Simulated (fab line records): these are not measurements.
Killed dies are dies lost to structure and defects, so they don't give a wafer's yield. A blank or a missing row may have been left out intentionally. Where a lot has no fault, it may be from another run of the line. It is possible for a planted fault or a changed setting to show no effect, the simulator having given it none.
A struck lot beside a sound one	flow n5Finfet	15 out of 1938 route steps
Sound: wafers L963.4, L963.5, L963.6. Struck: wafer L960.3 (left out: L960.1, L960.5 of the same lot, which were not struck); the cause appears at the end.
For every step that has rows: the tool of each side, followed by ch and its chambers, followed by its first start. Under that, the readings that differ: sound wafers	struck wafers	difference of the means	sigmas: that difference in standard deviations of wafers without a fault.
alike: readings with means less than 2 such deviations apart, plus words and numbers identical on both sides. not compared: withheld readings, readings lacking a value on some wafer, bounds such as >300 that could conceal the same value, and numbers that have no deviation in the record and whose values overlap.
Wherever a step has rows on one side only, a row that says differs or no value, or a row with sigmas, the two part there. Numbers that don't overlap but have no deviation are shown without sigmas and don't part them. A reading that every wafer of one side lacks parts them only if that side has two wafers or more.

first, 4 steps without rows for these wafers: N5_BEOL_M8_SOFTBAKE_06 (time 60 s); N5_BEOL_M8_EXPOSE_08 (exposes mask M8); N5_BEOL_M8_PEB_09 (peb time 60 s); N5_BEOL_M8_DEVELOP_10 (develop time 30 s).
N5_BEOL_M8_CD_MEAS_11 targets a cd of 38.5 nm.
  sound on cdSem-01 ch 0, day 13 01:21; struck on cdSem-02 ch 0, day 12 01:21
  alike: cdNm
N5_BEOL_M8_OVL_MEAS_12:
  sound on overlay-01 ch 0, day 13 01:23; struck on overlay-02 ch 0, day 12 01:23
  alike: M8_OVL
N5_BEOL_M8_INSPECT_13: inspects for defects (brightfield).
  struck on defectInspect-02, day 12 01:24; sound on defectInspect-02, day 13 01:24
  alike: rawDefectCount
N5_BEOL_M8_DESCUM_16: chemistry O2, time 7.9 s.
  sound on rieDiel-06 ch 0,2,3, day 13 01:26; struck on rieDiel-04 ch 0, day 12 01:38
reading	sound	struck	difference	sigmas
o2FlowSccm (sccm)	225.3 225.2 224.4	226.8	+1.8	+3
  alike: drypumpMotorCurrentA, oesProductAu, rfVppV, showerheadPlenumPTorr, throttleValvePct
  not compared: rfHoursCounterH
N5_BEOL_M8_ETCH_61: etches SiARC in CF4, target depth 45.5 nm, time 75.8 s.
  sound on rieDiel-06 ch 0,2,3, day 13 01:28; struck on rieDiel-04 ch 0, day 12 01:40
  alike: drypumpMotorCurrentA, etchRfOnTimeS, oesProductAu, rfVppV, showerheadPlenumPTorr, throttleValvePct
  not compared: rfHoursCounterH
N5_BEOL_M8_ETCH_62: etches SOC in N2/H2, target depth 110 nm, overetch 22 nm, time 165 s.
  sound on rieDiel-06 ch 0,2,3, day 13 01:32; struck on rieDiel-04 ch 0, day 12 01:43
  alike: drypumpMotorCurrentA, oesProductAu, rfVppV, showerheadPlenumPTorr, throttleValvePct
  not compared: rfHoursCounterH
then, 1 step without rows for these wafers: N5_BEOL_M8_STRIP_68 (strips in N2/H2).
N5_BEOL_M8_STRIP_67: strips in CF4.
  sound on rieDiel-06 ch 0,2,3, day 13 01:40; struck on rieDiel-04 ch 0, day 12 01:52
  alike: drypumpMotorCurrentA, oesProductAu, rfVppV, showerheadPlenumPTorr, throttleValvePct
  not compared: rfHoursCounterH
N5_BEOL_M8_HM_OPEN_17: chemistry Cl2/BCl3, target TiN, target depth 20 nm, overetch 6 nm.
  sound on rieMetal-02 ch 0,1, day 13 01:44; struck on rieMetal-01 ch 0, day 12 01:55
reading	sound	struck	difference	sigmas
model.SOC_of_BEOL_M8_COAT_59.thkNm (nm)	91.2 91.4 91.2	93.4	+2.1	
  alike: drypumpMotorCurrentA, oesProductAu, throttleValvePct
  not compared: rfHoursCounterH
N5_BEOL_M8_STRIP_19: strips in O2.
  sound on rieDiel-04 ch 2,3, day 13 01:50; struck on rieDiel-04 ch 2, day 12 02:07
  alike: drypumpMotorCurrentA, o2FlowSccm, oesProductAu, rfVppV, showerheadPlenumPTorr, throttleValvePct
  not compared: rfHoursCounterH
-- the record jumps here: 3 days lie between the struck wafers' starts before and after (it left off in module BEOL_M8 and takes up again in module PASSIVATION, whose first step shown is number 1936 of the route) --
N5_PASSIVATION_PROBE_49:
  record: rows for the struck wafers here (prober-01, day 15 04:04), none for the sound ones

## WHERE THEY PART
Earliest at N5_BEOL_M8_DESCUM_16; latest, in this record, at N5_PASSIVATION_PROBE_49.

WHY: what the simulator had put in
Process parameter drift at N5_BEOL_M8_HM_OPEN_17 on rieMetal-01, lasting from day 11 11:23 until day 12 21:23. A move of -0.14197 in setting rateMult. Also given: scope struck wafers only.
